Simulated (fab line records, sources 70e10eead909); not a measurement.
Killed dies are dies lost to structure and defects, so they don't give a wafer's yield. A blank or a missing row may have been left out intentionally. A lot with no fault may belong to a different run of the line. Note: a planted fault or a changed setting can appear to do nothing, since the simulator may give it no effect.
What tool caused it? | flow nand-harc | Sampling: 24 lots, 72 wafers, 6 of 1302 route steps

## WHAT THE GAUGES SHOWED, per wafer
The record lacks any reading of a measuring or inspecting step that a usual standard deviation could be used to judge.

## WHICH TOOL RAN EACH LOT (tool, then ch and the chambers of the sampled wafers, then the start)
lot  | NHARC_A_CONTACT_ETCH_114             | NHARC_A_CONTACT_ETCH_96                       | NHARC_A_CONTACT_ETCH_75            | NHARC_A_CONTACT_ETCH_127             | NHARC_A_CONTACT_ETCH_128             | NHARC_A_CONTACT_ETCH_133
L074 | har-cap-etch-02 ch 0,1, day 21 22:47 | rie-diel-08 ch 1,2, day 22 08:43 or earlier   | rie-diel-02 ch 1,2, day 22 08:43   | har-cap-etch-03 ch 1, day 22 10:44   | har-cap-etch-03 ch 1, day 22 10:55   | har-cap-etch-03 ch 1, day 22 11:48
L075 | har-cap-etch-03 ch 0,1, day 22 00:05 | rie-diel-04 ch 0,1,2, day 22 10:10 or earlier | rie-diel-08 ch 0,1,2, day 22 10:10 | har-cap-etch-01 ch 0,1, day 22 12:12 | har-cap-etch-01 ch 0,1, day 22 12:22 | har-cap-etch-01 ch 0,1, day 22 13:17
L076 | har-cap-etch-02 ch 0, day 22 09:38   | rie-diel-08 ch 1,2,3, day 22 18:38 or earlier | rie-diel-08 ch 2,3, day 22 18:38   | har-cap-etch-01 ch 0, day 22 20:41   | har-cap-etch-01 ch 0, day 22 20:51   | har-cap-etch-01 ch 0, day 22 21:47
L078 | har-cap-etch-02 ch 0,1, day 22 18:59 | rie-diel-08 ch 0,2,3, day 23 04:32 or earlier | rie-diel-08 ch 0,2, day 23 04:32   | har-cap-etch-03 ch 0,1, day 23 06:36 | har-cap-etch-03 ch 0,1, day 23 06:46 | har-cap-etch-03 ch 0,1, day 23 07:44
L077 | har-cap-etch-01 ch 0,1, day 23 03:19 | rie-diel-04 ch 0,1, day 23 12:14 or earlier   | rie-diel-08 ch 0,1,2, day 23 12:14 | har-cap-etch-02 ch 0,1, day 23 14:29 | har-cap-etch-02 ch 0,1, day 23 14:43 | har-cap-etch-02 ch 0,1, day 23 16:01
L079 | har-cap-etch-02 ch 0,1, day 23 03:20 | rie-diel-08 ch 1,2,3, day 23 13:07 or earlier | rie-diel-02 ch 2,3, day 23 13:07   | har-cap-etch-03 ch 0,1, day 23 15:16 | har-cap-etch-03 ch 0,1, day 23 15:26 | har-cap-etch-03 ch 0,1, day 23 16:22
L080 | har-cap-etch-03 ch 0,1, day 24 01:16 | rie-diel-04 ch 2,3, day 24 13:15 or earlier   | rie-diel-08 ch 1,2,3, day 24 13:15 | har-cap-etch-02 ch 0,1, day 24 15:17 | har-cap-etch-02 ch 0,1, day 24 15:27 | har-cap-etch-02 ch 0,1, day 24 16:22
L081 | har-cap-etch-01 ch 0,1, day 24 08:37 | rie-diel-02 ch 0,2,3, day 24 20:45 or earlier | rie-diel-08 ch 0,1,2, day 24 20:45 | har-cap-etch-01 ch 0,1, day 24 22:58 | har-cap-etch-01 ch 0,1, day 24 23:09 | har-cap-etch-01 ch 0,1, day 25 00:07
L082 | har-cap-etch-03 ch 0,1, day 24 18:42 | rie-diel-02 ch 1,2, day 25 03:01 or earlier   | rie-diel-04 ch 1,2, day 25 03:01   | har-cap-etch-02 ch 0,1, day 25 05:16 | har-cap-etch-02 ch 0,1, day 25 05:26 | har-cap-etch-02 ch 0,1, day 25 06:26
L083 | har-cap-etch-03 ch 0,1, day 24 23:50 | rie-diel-08 ch 1,2,3, day 25 10:10 or earlier | rie-diel-04 ch 0,1,2, day 25 10:10 | har-cap-etch-02 ch 0,1, day 25 12:10 | har-cap-etch-02 ch 0,1, day 25 12:21 | har-cap-etch-02 ch 0,1, day 25 13:18
L084 | har-cap-etch-03 ch 0,1, day 25 09:11 | rie-diel-08 ch 1,2,3, day 25 16:57 or earlier | rie-diel-08 ch 0,1,2, day 25 16:57 | har-cap-etch-03 ch 0, day 25 18:59   | har-cap-etch-03 ch 0, day 25 19:10   | har-cap-etch-03 ch 0, day 25 20:05
L085 | har-cap-etch-01 ch 0,1, day 26 02:47 | rie-diel-08 ch 0,1, day 26 11:17 or earlier   | rie-diel-08 ch 0,3, day 26 11:17   | har-cap-etch-03 ch 0,1, day 26 13:21 | har-cap-etch-03 ch 0,1, day 26 13:32 | har-cap-etch-03 ch 0,1, day 26 14:29
L086 | har-cap-etch-02 ch 0,1, day 26 08:42 | rie-diel-08 ch 0,3, day 26 21:03 or earlier   | rie-diel-04 ch 0,1,2, day 26 21:03 | har-cap-etch-01 ch 0,1, day 26 23:25 | har-cap-etch-01 ch 0,1, day 26 23:36 | har-cap-etch-01 ch 0,1, day 27 00:32
L087 | har-cap-etch-03 ch 0,1, day 27 05:12 | rie-diel-08 ch 0,1,3, day 27 13:03 or earlier | rie-diel-02 ch 0,1,3, day 27 13:03 | har-cap-etch-03 ch 0,1, day 27 15:04 | har-cap-etch-03 ch 0,1, day 27 15:14 | har-cap-etch-03 ch 0,1, day 27 16:07
L088 | har-cap-etch-02 ch 0,1, day 27 12:59 | rie-diel-08 ch 0,1, day 27 21:24 or earlier   | rie-diel-08 ch 1,2,3, day 27 21:24 | har-cap-etch-02 ch 0,1, day 27 23:40 | har-cap-etch-02 ch 0,1, day 27 23:54 | har-cap-etch-02 ch 0,1, day 28 01:11
L089 | har-cap-etch-01 ch 0,1, day 27 21:31 | rie-diel-08 ch 1,3, day 28 00:08              | rie-diel-08 ch 2,3, day 28 06:19   | har-cap-etch-02 ch 0,1, day 28 08:39 | har-cap-etch-02 ch 0,1, day 28 08:50 | har-cap-etch-02 ch 0,1, day 28 09:48
L090 | har-cap-etch-03 ch 0,1, day 28 13:13 | rie-diel-08 ch 1,2,3, day 28 15:53            | rie-diel-04 ch 0,1,3, day 28 22:34 | har-cap-etch-02 ch 0, day 29 00:49   | har-cap-etch-02 ch 0, day 29 01:03   | har-cap-etch-02 ch 0, day 29 02:17
L091 | har-cap-etch-01 ch 0, day 28 13:25   | rie-diel-02 ch 1,2,3, day 28 23:49 or earlier | rie-diel-02 ch 0,2,3, day 28 23:49 | har-cap-etch-03 ch 0,1, day 29 02:35 | har-cap-etch-03 ch 0,1, day 29 02:46 | har-cap-etch-03 ch 0,1, day 29 03:38
L093 | har-cap-etch-03 ch 0,1, day 29 00:00 | rie-diel-08 ch 2,3, day 29 02:43              | rie-diel-08 ch 2,3, day 29 10:07   | har-cap-etch-03 ch 0,1, day 29 12:39 | har-cap-etch-03 ch 0,1, day 29 12:53 | har-cap-etch-03 ch 0,1, day 29 14:07
L092 | har-cap-etch-01 ch 0,1, day 29 00:25 | rie-diel-08 ch 2,3, day 29 03:05              | rie-diel-04 ch 0,2,3, day 29 10:14 | har-cap-etch-02 ch 0,1, day 29 12:17 | har-cap-etch-02 ch 0,1, day 29 12:28 | har-cap-etch-02 ch 0,1, day 29 13:25
L094 | har-cap-etch-01 ch 0,1, day 29 10:22 | rie-diel-04 ch 0,3, day 29 19:40 or earlier   | rie-diel-02 ch 0,3, day 29 19:40   | har-cap-etch-03 ch 0,1, day 29 21:44 | har-cap-etch-03 ch 0,1, day 29 21:55 | har-cap-etch-03 ch 0,1, day 29 22:52
L096 | har-cap-etch-03 ch 0,1, day 30 10:18 | rie-diel-08 ch 0,1,2, day 30 18:14 or earlier | rie-diel-08 ch 1,2,3, day 30 18:14 | har-cap-etch-01 ch 1, day 30 20:15   | har-cap-etch-01 ch 1, day 30 20:25   | har-cap-etch-01 ch 1, day 30 21:20
L095 | har-cap-etch-02 ch 0,1, day 30 11:14 | rie-diel-02 ch 0,1, day 30 20:37 or earlier   | rie-diel-08 ch 0,3, day 30 20:37   | har-cap-etch-03 ch 0,1, day 30 22:37 | har-cap-etch-03 ch 0,1, day 30 22:48 | har-cap-etch-03 ch 0,1, day 30 23:41
L097 | har-cap-etch-03 ch 0,1, day 31 11:38 | rie-diel-08 ch 0,1,2, day 31 21:20 or earlier | rie-diel-08 ch 0,2, day 31 21:20   | har-cap-etch-01 ch 0, day 31 23:22   | har-cap-etch-01 ch 0, day 31 23:32   | har-cap-etch-01 ch 0, day 32 00:25
- NHARC_A_CONTACT_ETCH_114: etches the open film in C4F8/O2/Ar, time 190 s, target depth 1850 nm.
- NHARC_A_CONTACT_ETCH_96: etches the open film in C4F6/O2, target depth 20 nm, time 10 s.
- NHARC_A_CONTACT_ETCH_75: etches the open film in CF4, target depth 39 nm, time 65 s.
- NHARC_A_CONTACT_ETCH_127: etches the open film in C4F8/O2/Ar, time 197 s, target depth 1918 nm.
- NHARC_A_CONTACT_ETCH_128: etches the open film in C4F8/O2/Ar, time 197 s, target depth 1918 nm.
- NHARC_A_CONTACT_ETCH_133: etches the open film in C4F8/O2/Ar, time 374 s, target depth 1610 nm.

## AS READ BY THE TOOLS THEMSELVES (means over the sampled wafers that have a number; for cases with no such wafer, the mark the record gives instead)
NHARC_A_CONTACT_ETCH_96. Usual: bias-w 500.0 W, standard deviation 1.6; drypump-motor-current-A 5.8 A, standard deviation 0.43; oes-product-au 0.964 a.u., standard deviation 0.025; rf-vpp-V 547 V, standard deviation 3.6; showerhead-plenum-p-Torr 3.92 Torr, standard deviation 0.17; throttle-valve-pct 26.903 %, standard deviation 0.009.
lot  | tool        | bias-w (W) | drypump-motor-current-A (A) | oes-product-au (a.u.) | rf-vpp-V (V) | showerhead-plenum-p-Torr (Torr) | throttle-valve-pct (%) | flag
L074 | rie-diel-08 | 498.1      | 5.5                         | 0.990                 | 546          | 3.89                            | 26.905                 |
L075 | rie-diel-04 | 501.4      | 5.9                         | 0.950                 | 550          | 4.07                            | 26.900                 |
L076 | rie-diel-08 | 501.4      | 5.7                         | 0.942                 | 544          | 3.82                            | 26.903                 |
L078 | rie-diel-08 | 500.9      | 5.8                         | 0.943                 | 547          | 3.94                            | 26.908                 |
L077 | rie-diel-04 | 499.3      | 5.6                         | 0.949                 | 547          | 3.95                            | 26.903                 |
L079 | rie-diel-08 | 499.7      | 5.7                         | 0.946                 | 545          | 3.82                            | 26.907                 |
L080 | rie-diel-04 | 499.6      | 6.1                         | 0.989                 | 551          | 4.14                            | 26.907                 |
L081 | rie-diel-02 | 501.2      | 5.9                         | 0.945                 | 548          | 3.98                            | 26.906                 |
L082 | rie-diel-02 | 500.7      | 5.2                         | 0.952                 | 546          | 3.90                            | 26.897                 |
L083 | rie-diel-08 | 500.1      | 5.7                         | 0.938                 | 545          | 3.81                            | 26.904                 |
L084 | rie-diel-08 | 497.9      | 5.7                         | 1.001                 | 544          | 3.81                            | 26.896                 |
L085 | rie-diel-08 | 498.7      | 6.1                         | 0.973                 | 548          | 3.96                            | 26.897                 |
L086 | rie-diel-08 | 500.9      | 6.0                         | 0.954                 | 545          | 3.87                            | 26.911                 |
L087 | rie-diel-08 | 498.3      | 6.0                         | 0.947                 | 547          | 3.91                            | 26.909                 |
L088 | rie-diel-08 | 499.7      | 6.1                         | 0.961                 | 548          | 3.95                            | 26.896                 |
L089 | rie-diel-08 | 501.0      | 5.8                         | 0.972                 | 543          | 3.74                            | 26.898                 |
L090 | rie-diel-08 | 500.8      | 5.7                         | 0.991                 | 545          | 3.81                            | 26.906                 |
L091 | rie-diel-02 | 499.3      | 5.4                         | 0.997                 | 547          | 3.92                            | 26.903                 |
L093 | rie-diel-08 | 499.3      | 5.5                         | 0.993                 | 544          | 3.83                            | 26.903                 |
L092 | rie-diel-08 | 499.9      | 5.5                         | 0.956                 | 545          | 3.82                            | 26.901                 |
L094 | rie-diel-04 | 500.3      | 5.6                         | 0.977                 | 545          | 3.90                            | 26.906                 |
L096 | rie-diel-08 | 501.1      | 5.9                         | 0.947                 | 548          | 3.97                            | 26.909                 |
L095 | rie-diel-02 | 500.4      | 6.2                         | 0.939                 | 547          | 3.94                            | 26.900                 |
L097 | rie-diel-08 | 500.5      | 5.9                         | 0.999                 | 548          | 3.97                            | 26.910                 |

NHARC_A_CONTACT_ETCH_75. Usual: bias-w 99.98 W, standard deviation 0.3; drypump-motor-current-A 5.8 A, standard deviation 0.44; oes-product-au 0.999 a.u., standard deviation 0.0096; rf-vpp-V 151.3 V, standard deviation 1.2; showerhead-plenum-p-Torr 1.78 Torr, standard deviation 0.08; throttle-valve-pct 13.283 %, standard deviation 0.0091.
lot  | tool        | bias-w (W) | drypump-motor-current-A (A) | oes-product-au (a.u.) | rf-vpp-V (V) | showerhead-plenum-p-Torr (Torr) | throttle-valve-pct (%) | flag
L074 | rie-diel-02 | 100.15     | 5.3                         | 1.002                 | 150.7        | 1.76                            | 13.292                 |
L075 | rie-diel-08 | 99.92      | 5.9                         | 1.008                 | 150.8        | 1.80                            | 13.273                 |
L076 | rie-diel-08 | 100.14     | 5.4                         | 1.006                 | 151.0        | 1.73                            | 13.282                 |
L078 | rie-diel-08 | 99.79      | 6.0                         | 1.011                 | 152.5        | 1.85                            | 13.287                 |
L077 | rie-diel-08 | 99.84      | 5.9                         | 0.998                 | 151.7        | 1.80                            | 13.284                 |
L079 | rie-diel-02 | 100.29     | 5.5                         | 1.001                 | 151.5        | 1.78                            | 13.274                 |
L080 | rie-diel-08 | 99.92      | 5.7                         | 0.994                 | 151.0        | 1.72                            | 13.286                 |
L081 | rie-diel-08 | 100.27     | 5.9                         | 1.002                 | 151.0        | 1.80                            | 13.280                 |
L082 | rie-diel-04 | 100.15     | 6.2                         | 0.991                 | 152.3        | 1.89                            | 13.272                 |
L083 | rie-diel-04 | 100.17     | 5.9                         | 1.001                 | 152.1        | 1.83                            | 13.286                 |
L084 | rie-diel-08 | 99.81      | 5.9                         | 0.994                 | 151.8        | 1.80                            | 13.285                 |
L085 | rie-diel-08 | 99.97      | 6.0                         | 0.993                 | 151.1        | 1.74                            | 13.283                 |
L086 | rie-diel-04 | 99.90      | 5.9                         | 0.999                 | 152.1        | 1.83                            | 13.284                 |
L087 | rie-diel-02 | 100.05     | 5.8                         | 1.001                 | 151.3        | 1.78                            | 13.290                 |
L088 | rie-diel-08 | 99.85      | 5.7                         | 0.991                 | 149.8        | 1.72                            | 13.279                 |
L089 | rie-diel-08 | 99.73      | 5.6                         | 1.000                 | 150.9        | 1.69                            | 13.278                 |
L090 | rie-diel-04 | 99.95      | 5.8                         | 0.998                 | 151.9        | 1.81                            | 13.281                 |
L091 | rie-diel-02 | 99.97      | 5.9                         | 1.000                 | 151.9        | 1.78                            | 13.287                 |
L093 | rie-diel-08 | 99.98      | 5.6                         | 1.001                 | 150.9        | 1.69                            | 13.284                 |
L092 | rie-diel-04 | 100.22     | 5.9                         | 0.999                 | 151.8        | 1.81                            | 13.280                 |
L094 | rie-diel-02 | 99.98      | 5.9                         | 0.996                 | 151.6        | 1.80                            | 13.282                 |
L096 | rie-diel-08 | 100.20     | 5.7                         | 1.003                 | 150.0        | 1.71                            | 13.291                 |
L095 | rie-diel-08 | 99.97      | 6.2                         | 1.003                 | 151.2        | 1.82                            | 13.284                 |
L097 | rie-diel-08 | 99.97      | 5.7                         | 1.000                 | 150.5        | 1.80                            | 13.285                 |

## THE ANSWER, worked out from the rows above alone
Rule: a lot counts as off when the mean over its wafers that have a number is more than 3 standard deviations away from the usual mean. Also off: a lot with no number at a reading for which 4 or more lots have one. Where the step has rows for the other lots, those lots are counted as sound. Order of review: gauges by route order, followed by the tools' own readings, for which a lot's mean as printed above is used. The first step at which some lot is off is used, and at that step the reading that is off furthest; a lot without a number counts as furthest.
Across all readings shown, no lot is off: no conclusion can be drawn from this.

## WHAT HAD BEEN PUT IN BY THE SIMULATOR
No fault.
